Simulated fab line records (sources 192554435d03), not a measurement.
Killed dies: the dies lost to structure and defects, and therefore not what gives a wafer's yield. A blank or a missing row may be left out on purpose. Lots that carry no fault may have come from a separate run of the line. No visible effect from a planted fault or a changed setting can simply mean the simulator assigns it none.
The tool behind it: which one? -- flow n5-finfet -- 27 wafers from 9 lots sampled at 7 of the route's 1938 steps

WHAT THE GAUGES SHOWED, per wafer
N5_FIN_SAQP_OVL_MEAS_17. Usual: FIN_CORE_OVL typically reads -0.2 nm, with standard deviation 0.84.
lot,measured,on,FIN_CORE_OVL (nm),flag
L284,day 2 15:56,overlay-01,0.0 0.6 0.0,
L286,day 3 03:47,overlay-01,-0.8 -2.0 -1.5,
L287,day 3 10:31,overlay-01,-1.1 -2.0 -0.2,
L297,day 5 21:35,overlay-01,-0.3 0.0 -0.4,
L298,day 6 03:23,overlay-01,0.4 0.2 1.3,
L299,day 6 09:32,overlay-02,-1.2 -0.3 0.1,
L301,day 6 21:30,overlay-01,1.3 1.0 1.1,
L303,day 7 09:25,overlay-02,0.9 1.1 0.9,
L304,day 7 16:14,overlay-02,0.1 1.0 0.5,

N5_FIN_SAQP_CD_MEAS_27 targets a cd of 20 nm. Usual: cd-nm reads 20.29 nm (standard deviation 0.26).
lot,measured,on,cd-nm (nm),flag
L284,day 2 18:01,cd-sem-03,20.18 20.04 20.11,
L286,day 3 06:44,cd-sem-02,- - -,OFF
L287,day 3 12:37,cd-sem-02,- - -,OFF
L297,day 6 01:03,cd-sem-03,20.55 20.30 20.20,
L298,day 6 05:28,cd-sem-03,20.27 20.38 20.46,
L299,day 6 11:49,cd-sem-03,20.06 20.27 20.47,
L301,day 6 23:50,cd-sem-03,20.38 20.02 20.22,
L303,day 7 12:08,cd-sem-02,20.56 19.87 20.02,
L304,day 7 18:29,cd-sem-01,20.37 20.23 20.00,

N5_BEOL_M4_RC_MEAS_101. Usual: DIBL_N 36.8 mV/V, standard deviation 1.9; DIBL_P 36.5 mV/V, standard deviation 2.1; IOFF_N 0.17 nA/um, standard deviation 0.038; IOFF_P 0.22 nA/um, standard deviation 0.039; ION_N 675 uA/um, standard deviation 12; ION_P 463 uA/um, standard deviation 7.4; SS_N 71.6 mV/dec, standard deviation 0.71; SS_P 73.4 mV/dec, standard deviation 0.72; VT_N 249 mV, standard deviation 3.3; VT_P -250 mV, standard deviation 3.3.
lot,measured,on,DIBL_N (mV/V),DIBL_P (mV/V),IOFF_N (nA/um),IOFF_P (nA/um),ION_N (uA/um),ION_P (uA/um),SS_N (mV/dec),SS_P (mV/dec),VT_N (mV),VT_P (mV),flag
L284,day 9 03:22,prober-01,34.4 33.6 34.9,35.3 34.6 35.1,0.14 0.13 0.15,0.19 0.18 0.19,671 657 670,453 455 455,70.9 71.0 70.8,73.0 72.9 73.9,250 252 253,-252 -251 -251,
L297,day 12 03:20,prober-02,35.6 34.5 35.5,35.2 34.4 35.4,0.14 0.13 0.14,0.21 0.20 0.22,671 668 678,466 464 467,71.0 70.7 71.7,73.7 72.6 73.4,252 255 253,-250 -246 -247,
L298,day 13 04:44,prober-02,36.2 38.4 34.2,35.5 37.3 32.5,0.13 0.16 0.11,0.18 0.20 0.14,676 667 673,461 454 456,71.8 72.5 71.4,73.3 73.9 72.3,253 252 254,-256 -251 -257,
L299,day 14 01:32,prober-01,41.5 37.3 36.6,43.1 37.8 36.4,0.26 0.15 0.14,0.28 0.19 0.17,693 673 672,473 458 455,73.3 71.5 71.4,75.2 74.0 73.0,244 253 254,-251 -255 -256,
L301,day 14 18:22,prober-02,34.5 35.6 36.0,33.5 34.9 35.2,0.12 0.13 0.15,0.15 0.17 0.17,681 677 676,463 462 456,70.7 71.7 72.1,72.4 73.2 73.9,252 254 250,-252 -253 -254,
L303,day 15 01:47,prober-02,38.5 41.7 36.9,38.1 40.6 34.9,0.20 0.28 0.16,0.25 0.31 0.20,698 685 680,472 470 465,72.2 72.6 71.7,73.8 74.5 73.5,244 242 250,-247 -245 -251,
L304,day 14 21:04,prober-01,36.3 36.0 35.1,35.6 34.3 33.1,0.14 0.12 0.12,0.21 0.19 0.18,661 661 654,463 462 457,71.8 70.5 70.5,72.3 72.2 72.3,252 254 254,-248 -251 -250,

EACH LOT AND THE TOOL THAT RAN IT (in order: tool; ch and the chambers of the sampled wafers; start)
lot,N5_FIN_SAQP_SPACER1_ETCHBACK_25,N5_FIN_SAQP_MANDREL1_REMOVE_56,N5_FIN_SAQP_STRIP_70,N5_FIN_SAQP_RECESS_71
L284,"rie-diel-01 ch 0,1,2, day 2 17:48","rie-si-05 ch 1,2,3, day 2 17:54","rie-diel-01 ch 0,2, day 2 19:00","vapor-etch-01 ch 0,1, day 2 19:16"
L286,"rie-diel-04 ch 1,2,3, day 3 06:32","rie-si-06 ch 1,2,3, day 3 06:37","rie-diel-03 ch 1,2,3, day 3 07:40","vapor-etch-02 ch 0,1, day 3 07:44"
L287,"rie-diel-04 ch 0,1, day 3 12:24","rie-si-05 ch 0,1, day 3 12:29","rie-diel-04 ch 0,3, day 3 13:39","vapor-etch-01 ch 0,1, day 3 13:45"
L297,"rie-diel-01 ch 0,1,3, day 6 00:51","rie-si-06 ch 2,3, day 6 00:56","rie-diel-04 ch 1,2,3, day 6 01:53","vapor-etch-01 ch 0,1, day 6 01:57"
L298,"rie-diel-01 ch 1,2, day 6 05:16","rie-si-06 ch 1,3, day 6 05:22","rie-diel-04 ch 0,2, day 6 06:17","vapor-etch-02 ch 0,1, day 6 06:21"
L299,"rie-diel-01 ch 1,2,3, day 6 11:37","rie-si-02 ch 0,2,3, day 6 11:42","rie-diel-01 ch 1,2,3, day 6 12:38","vapor-etch-02 ch 0,1, day 6 12:41"
L301,"rie-diel-04 ch 0,2,3, day 6 23:38","rie-si-05 ch 1,2,3, day 6 23:43","rie-diel-03 ch 1,3, day 7 00:43","vapor-etch-01 ch 0,1, day 7 00:46"
L303,"rie-diel-04 ch 0,1, day 7 11:56","rie-si-02 ch 1,2,3, day 7 12:02","rie-diel-03 ch 0,1,3, day 7 13:11","vapor-etch-01 ch 0,1, day 7 13:14"
L304,"rie-diel-04 ch 1,2, day 7 18:17","rie-si-02 ch 0,1,3, day 7 18:22","rie-diel-04 ch 0,2,3, day 7 19:19","vapor-etch-02 ch 0,1, day 7 19:23"
- N5_FIN_SAQP_SPACER1_ETCHBACK_25: etches SiO2 in CHF3/O2, target depth 24.4 nm, time 12.2 s.
- N5_FIN_SAQP_MANDREL1_REMOVE_56: chemistry HBr/Cl2/O2, target a-Si, stops on SiNx, bt time 10 s.
- N5_FIN_SAQP_STRIP_70: strips in N2/H2.
- N5_FIN_SAQP_RECESS_71: chemistry HF/NH3, target SiO2, target depth 3 nm, afs cycles 1, sublimation time 60 s.

AS READ BY THE TOOLS THEMSELVES (means over the sampled wafers that have a number; for cases with no such wafer, the mark the record gives instead)
N5_FIN_SAQP_SPACER1_ETCHBACK_25. Usual: CHF3_flow_sccm 50.01 sccm, standard deviation 0.15; O2_flow_sccm 5.000 sccm, standard deviation 0.016; drypump-motor-current-A 5.50 A, standard deviation 0.24; oes-product-au 0.75 a.u., standard deviation 0.074; rf-fwd-power-W 646.3 W, standard deviation 2.2; rf-vpp-V 520 V, standard deviation 7.2; showerhead-plenum-p-Torr 2.37 Torr, standard deviation 0.071; throttle-valve-pct 18.84 %, standard deviation 0.13.
lot,tool,CHF3_flow_sccm (sccm),O2_flow_sccm (sccm),drypump-motor-current-A (A),oes-product-au (a.u.),rf-fwd-power-W (W),rf-vpp-V (V),showerhead-plenum-p-Torr (Torr),throttle-valve-pct (%),flag
L284,rie-diel-01,49.93,5.017,5.59,0.74,646.9,525,2.37,18.85,
L286,rie-diel-04,-,-,-,-,-,-,-,-,OFF
L287,rie-diel-04,-,-,-,-,-,-,-,-,OFF
L297,rie-diel-01,50.00,5.013,5.40,0.78,646.5,521,2.38,18.75,
L298,rie-diel-01,50.19,4.988,5.68,0.71,644.1,527,2.30,18.90,
L299,rie-diel-01,50.05,4.995,5.55,0.78,647.3,520,2.32,18.81,
L301,rie-diel-04,50.05,4.997,5.38,0.72,645.8,517,2.39,18.79,
L303,rie-diel-04,49.95,4.992,5.65,0.72,643.5,515,2.36,18.86,
L304,rie-diel-04,49.94,5.000,5.57,0.70,649.1,520,2.34,18.82,

N5_FIN_SAQP_MANDREL1_REMOVE_56. Usual: drypump-motor-current-A 5.6 A, standard deviation 0.47; oes-product-au 1.005 a.u., standard deviation 0.01; rf-fwd-power-W 597.0 W, standard deviation 2.2; throttle-valve-pct 36.6 %, standard deviation 0.37.
lot,tool,drypump-motor-current-A (A),oes-product-au (a.u.),rf-fwd-power-W (W),throttle-valve-pct (%),flag
L284,rie-si-05,6.3,1.002,597.4,36.6,
L286,rie-si-06,5.2,0.376,598.0,36.9,OFF
L287,rie-si-05,5.6,0.372,598.7,36.5,OFF
L297,rie-si-06,5.1,0.994,595.1,36.5,
L298,rie-si-06,5.3,1.003,598.0,37.2,
L299,rie-si-02,5.5,1.006,597.1,36.5,
L301,rie-si-05,6.3,1.005,597.9,36.6,
L303,rie-si-02,5.6,1.008,597.3,36.4,
L304,rie-si-02,5.4,1.007,595.6,36.4,

N5_FIN_SAQP_STRIP_70. Usual: drypump-motor-current-A 5.52 A, standard deviation 0.29; oes-product-au 0.76 a.u., standard deviation 0.085; rf-fwd-power-W 494.8 W, standard deviation 2.4; rf-vpp-V 121.8 V, standard deviation 0.98; showerhead-plenum-p-Torr 3.34 Torr, standard deviation 0.11; throttle-valve-pct 18.9 %, standard deviation 0.33.
lot,tool,drypump-motor-current-A (A),oes-product-au (a.u.),rf-fwd-power-W (W),rf-vpp-V (V),showerhead-plenum-p-Torr (Torr),throttle-valve-pct (%),flag
L284,rie-diel-01,5.62,0.75,496.2,122.2,3.31,18.9,
L286,rie-diel-03,5.42,0.78,494.3,122.7,3.36,19.1,
L287,rie-diel-04,5.44,0.75,492.2,121.5,3.36,19.3,
L297,rie-diel-04,5.53,0.72,497.5,121.1,3.30,18.8,
L298,rie-diel-04,5.46,0.70,496.0,121.7,3.32,18.8,
L299,rie-diel-01,5.56,0.79,495.0,121.5,3.23,18.6,
L301,rie-diel-03,5.72,0.74,493.3,122.0,3.45,19.1,
L303,rie-diel-03,5.72,0.84,495.9,121.4,3.44,18.9,
L304,rie-diel-04,5.40,0.72,494.2,121.6,3.34,19.0,

N5_FIN_SAQP_RECESS_71. Usual: drypump-motor-current-A reads 5.7 A (standard deviation 0.69).
lot,tool,drypump-motor-current-A (A),flag
L284,vapor-etch-01,5.4,
L286,vapor-etch-02,5.7,
L287,vapor-etch-01,6.0,
L297,vapor-etch-01,5.4,
L298,vapor-etch-02,5.4,
L299,vapor-etch-02,5.4,
L301,vapor-etch-01,5.4,
L303,vapor-etch-01,5.5,
L304,vapor-etch-02,5.4,

THE ANSWER, worked out from the rows above alone
Rule: lot off if the mean of its wafers having a number is beyond 3 standard deviations from the usual mean. A lot without any number at a reading at which 4 lots or more have one is off too. The other lots that the step has rows for count as sound. After the gauges, taken in route order, come the tools' own readings; for these a lot's mean is taken, as printed above. At the first step where some lot is off, the reading lying furthest off is the one used; lots without a number count as furthest.
Off: L286, L287 (N5_FIN_SAQP_CD_MEAS_27, cd-nm). Without a number there: L286, L287.
A tool fits if, at a process step before that reading, it ran every lot that is off, and no sound lot after the first of them. Not tried: the gauges at N5_FIN_SAQP_CD_MEAS_27; whatever is off there is also off at N5_FIN_SAQP_SPACER1_ETCHBACK_25, on other tools, and gauge error can't account for it. None of those tried fits.

WHAT THE SIMULATOR HAD PUT IN
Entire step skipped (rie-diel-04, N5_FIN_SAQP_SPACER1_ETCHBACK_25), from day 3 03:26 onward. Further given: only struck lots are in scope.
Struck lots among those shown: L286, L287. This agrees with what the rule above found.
